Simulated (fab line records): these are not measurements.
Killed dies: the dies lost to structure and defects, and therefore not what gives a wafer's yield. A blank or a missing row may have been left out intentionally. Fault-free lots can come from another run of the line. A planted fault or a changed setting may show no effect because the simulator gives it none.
Comparing a struck lot with a sound one -- flow nand_harc -- 14 steps out of a route of 1302
Sound: these wafers, L137.2, L137.3, L137.5. Struck: wafer L126.6 (left out: L126.2, L126.4 of the same lot, which were not struck); the cause appears at the end.
Each step with rows lists, per side, the tool, then ch with its chambers, then its first start. Under that, the readings that differ: sound wafers -- struck wafers -- difference of the means -- sigmas: that difference in standard deviations of wafers without a fault.
alike: same words and numbers on both sides, and readings whose means sit less than 2 such deviations apart. not compared: any withheld reading, any reading some wafer has no value for, any bound like >300 that may hide the same value, and any number with overlapping values for which the record gives no deviation.
The two part at a step that has a row with sigmas, a row that says differs or no value, or rows on one side only. When numbers do not overlap yet have no deviation, they are printed without sigmas and do not part them. A reading that every wafer of one side lacks parts them only if that side has two wafers or more.

NHARC_A_CHANNEL_FILL_D2_ALD_16: deposits SiO2, target thk 1.5 nm, pulse time 10 s, ald cycles 15.
  sound on ald_hk-01 ch 1,3, day 21 11:30; struck on ald_hk-02 ch 3, day 16 18:58
  alike: heater_power_w, precursor_pulse_height_rel
  not compared: since_wet_clean_h
then, 2 steps without rows for these wafers: NHARC_A_CHANNEL_FILL_D2_ANNEAL_17 (time 1800 s); NHARC_A_CHANNEL_FILL_D2_CVD_18 (deposits poly-Si, target thk 3 nm).
NHARC_A_CHANNEL_FILL_D2_ETCHBACK_19: etches the open film in HBr/Cl2, target depth 5 nm, time 1.7 s.
  sound on rie_si-04 ch 0,2,3, day 22 02:07; struck on rie_si-06 ch 0, day 17 06:19
  alike: bias_w, drypump_motor_current_A, he_backside_leak_sccm, oes_product_au, throttle_valve_pct
  not compared: rf_hours_counter_h
NHARC_A_CHANNEL_FILL_D2_ETCHBACK_20: etches the open film in C4F8/O2/Ar, target depth 27 nm, time 13.5 s.
  sound on rie_diel-13 ch 0,1,2, day 22 02:15; struck on rie_diel-13 ch 1, day 17 06:25
  alike: bias_w, oes_product_au, rf_vpp_V, run_length_s
  not compared: rf_hours_counter_h
NHARC_A_CHANNEL_FILL_D2_STRIP_28: strips in O2, time 20 s.
  sound on rie_diel-13 ch 0,3, day 22 02:21; struck on rie_diel-13 ch 0, day 17 06:31
  alike: drypump_motor_current_A, oes_product_au, rf_vpp_V, showerhead_plenum_p_Torr, throttle_valve_pct
  not compared: rf_hours_counter_h
then, 4 steps without rows for these wafers: NHARC_A_CHANNEL_FILL_D2_PRECLEAN_21 (cleans in dHF, time 30 s); NHARC_A_CHANNEL_FILL_D2_SRD_23; NHARC_A_CHANNEL_FILL_D2_CVD_05 (deposits poly-Si, target thk 5 nm); NHARC_A_CHANNEL_FILL_D2_ANNEAL_22 (time 7200 s).
NHARC_A_CHANNEL_FILL_D2_ALD_25: deposits SiOx, target thk 60 nm, pulse time 10 s, ald cycles 600.
  sound on ald_hk-01 ch 0,1,2, day 22 15:01; struck on ald_hk-01 ch 2, day 18 00:30
  alike: heater_power_w, precursor_pulse_height_rel
  not compared: since_wet_clean_h
NHARC_A_CHANNEL_FILL_D2_ETCHBACK_08: etches the open film in C4F8, target depth 220 nm, time 110 s.
  sound on rie_diel-12 ch 0,1,2, day 22 19:56; struck on rie_diel-12 ch 2, day 18 02:58
reading,sound,struck,difference,sigmas
run_length_s (s),131.6 131.0 131.4,222.8,+91.5,+99 or more
  alike: oes_product_au, rf_vpp_V
  not compared: rf_hours_counter_h
then, 2 steps without rows for these wafers: NHARC_A_CHANNEL_FILL_D2_STRIP_29 (strips in O2, time 20 s); NHARC_END_SORT_01.

WHERE THEY PART
Only at NHARC_A_CHANNEL_FILL_D2_ETCHBACK_08, as far as this record shows.

WHY: what the simulator had put in
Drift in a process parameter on rie_diel-12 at NHARC_A_CHANNEL_FILL_D2_ETCHBACK_08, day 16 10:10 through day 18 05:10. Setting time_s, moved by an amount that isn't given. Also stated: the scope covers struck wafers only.
